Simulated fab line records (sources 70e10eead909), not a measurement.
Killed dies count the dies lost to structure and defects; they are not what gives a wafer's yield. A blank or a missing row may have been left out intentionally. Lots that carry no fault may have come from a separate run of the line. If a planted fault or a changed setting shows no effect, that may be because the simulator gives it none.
Matching of chambers -- flow nandHarc -- NHARC_P_GATE_ETCHBACK_37 on rieDiel-03: 4 sister chambers
The step etches the open film in CHF3/O2, target depth 34.5 nm, time 17.2 s. 8 wafers are shown with their chamber, then 7 later ones without.

## WAFERS PAIRED WITH THEIR CHAMBERS
wafer,chamber,drypumpMotorCurrentA (A),rfVppV (V)
L325.2,3,5.5,371.0
L326.2,1,5.1,374.7
L326.4,2,5.2,371.5
L327.1,3,5.5,370.2
L327.3,0,5.3,372.1
L327.6,0,5.4,372.0
L330.2,2,5.2,371.2
L330.4,1,5.2,375.2

## WAFERS WHOSE CHAMBER IS MISSING
wafer,drypumpMotorCurrentA (A),rfVppV (V)
L330.5,5.3,372.3
L331.3,5.3,372.0
L331.4,5.2,374.1
L331.6,5.2,370.7
L338.1,5.2,369.4
L338.2,5.5,369.4
L338.4,5.2,374.7

## WHICH CHAMBER EACH ONE RAN IN
wafer,from the rows above,in truth
L330.5,0,0
L331.3,can't be placed: 0 or 2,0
L331.4,1,1
L331.6,2,2
L338.1,can't be placed: 2 or 3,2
L338.2,3,3
L338.4,1,1
5 of 7 placed correctly. These rows do not allow placing 2 (true chamber among the candidates in 2). 0 placed wrongly.
How it was worked out, from the rows above alone: a wafer's distance from a chamber is the root of the sum, over the readings, of the square of ((its reading less the chamber's mean) divided by the reading's scatter). If the next closest chamber is less than 2 further off than the closest, the wafer can't be placed; otherwise it belongs to the closest. For every chamber, the mean is computed from those of its wafers that are shown. The scatter is the square root of a quotient: the sum, over the shown wafers, of each reading's squared deviation from its chamber's mean, divided by wafers minus chambers.
